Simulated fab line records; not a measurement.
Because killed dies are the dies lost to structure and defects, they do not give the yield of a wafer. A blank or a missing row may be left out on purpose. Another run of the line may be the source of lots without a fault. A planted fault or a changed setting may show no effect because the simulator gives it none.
A lot that was struck, set against a sound lot ; flow n5_finfet ; 15 steps out of a route of 1938
Sound: wafers L952.3, L952.4, L952.6. Struck: wafers L943.3, L943.5, L943.6. At the end, the cause is stated.
Per side, at each step with rows, come the tool, then ch with its chambers, and then its first start. Under that, the readings that differ: sound wafers ; struck wafers ; difference of the means ; sigmas: that difference in standard deviations of wafers without a fault.
alike: readings with means less than 2 such deviations apart, plus words and numbers identical on both sides. not compared: withheld readings, readings lacking a value on some wafer, bounds such as >300 that could conceal the same value, and numbers that have no deviation in the record and whose values overlap.
Wherever a step has rows on one side only, a row that says differs or no value, or a row with sigmas, the two part there. When numbers do not overlap yet have no deviation, they are printed without sigmas and do not part them. A reading missing from all wafers of one side parts the sides only when that side holds two or more wafers.

first, 1 step without rows for these wafers: N5_SD_EPI_N_STRIP_47 (strips in CHF3/O2).
N5_SD_EPI_N_SD_RECESS_17: chemistry HBr/Cl2/O2, target depth 41 nm, time 23.7 s, bt time 3 s.
  sound on rie_si-04 ch 0,1,2, day 6 11:58; struck on rie_si-02 ch 0,2,3, day 4 07:56
reading;sound;struck;difference;sigmas
throttle_valve_pct (%);37.1 36.7 36.5;37.5 37.5 37.4;+0.7;+2
  alike: HBr_flow_sccm, bias_w, drypump_motor_current_A, oes_product_au
  not compared: rf_hours_counter_h
N5_SD_EPI_N_STRIP_38: strips in N2/H2.
  sound on plasma_asher-02 ch 0,1, day 6 12:05; struck on plasma_asher-01 ch 0,1, day 4 08:03
  alike: drypump_motor_current_A, heater_power_w, oes_product_au
  not compared: rf_hours_counter_h
then, 4 steps without rows for these wafers: N5_SD_EPI_N_WET_ETCH_43 (etches SiO2 in dHF, time 14 s, target depth 1.5 nm); N5_SD_EPI_N_STRIP_18 (strips in SPM, time 750 s); N5_SD_EPI_N_SRD_20 (time 30 s); N5_SD_EPI_N_PRECLEAN_48 (cleans in NF3:NH3, afs cycles 2, time 20 s, sublimation time 60 s).
N5_SD_EPI_N_VAPOR_ETCH_50: etches Si in HCl, time 54 s.
  sound on epi_rpcvd-03 ch 0, day 6 12:50; struck on epi_rpcvd-01 ch 0, day 4 09:22
  alike: throttle_valve_pct
then, 1 step without rows for these wafers: N5_SD_EPI_N_EPI_21 (deposits Si:P, time 690 s).
N5_SD_EPI_N_EPI_MEAS_23:
  sound on film_metro-01 at day 6 14:41; struck on film_metro-01 at day 4 13:42
  alike: thk_nm
then, 2 steps without rows for these wafers: N5_SD_EPI_N_PRECLEAN_24 (cleans in O3/DIW, time 60 s); N5_SD_EPI_N_SRD_25 (time 30 s).
N5_SD_EPI_N_PRECLEAN_49: cleans in NF3:NH3, afs cycles 1, time 20 s, sublimation time 60 s.
  sound on remote_plasma-01 ch 0, day 6 14:50; struck on remote_plasma-02 ch 0, day 4 13:52
reading;sound;struck;difference;sigmas
time_s (s);20 20 20;23.633 23.633 23.633;+3.633;
  alike: rf_power_w
N5_SD_EPI_N_LINER_46: material SiNx, target thk 3 nm.
  sound on ald_sin-01 ch 0,2, day 6 15:07; struck on ald_sin-04 ch 0,2,3, day 4 14:01
  alike: heater_power_w
-- here the record skips 11 days between the struck wafers' starts before and after, leaving off in module SD_EPI_N and picking up in module PASSIVATION (first step shown: number 1936 of the route) --
N5_PASSIVATION_PROBE_49:
  sound on prober-02 at day 17 23:14; struck on prober-02 at day 15 12:39
reading;sound;struck;difference;sigmas
killed_at_contacts;13 31 41;2 11 7;-22;-3
killed_open;80 99 94;66 62 52;-31;-2
  alike: killed_at_M0_to_M3, killed_at_M4_up, killed_at_front_end, killed_at_other, killed_dies, killed_short

== WHERE THEY PART ==
Earliest at N5_SD_EPI_N_SD_RECESS_17; latest, in this record, at N5_PASSIVATION_PROBE_49.

WHY: the cause the simulator had injected
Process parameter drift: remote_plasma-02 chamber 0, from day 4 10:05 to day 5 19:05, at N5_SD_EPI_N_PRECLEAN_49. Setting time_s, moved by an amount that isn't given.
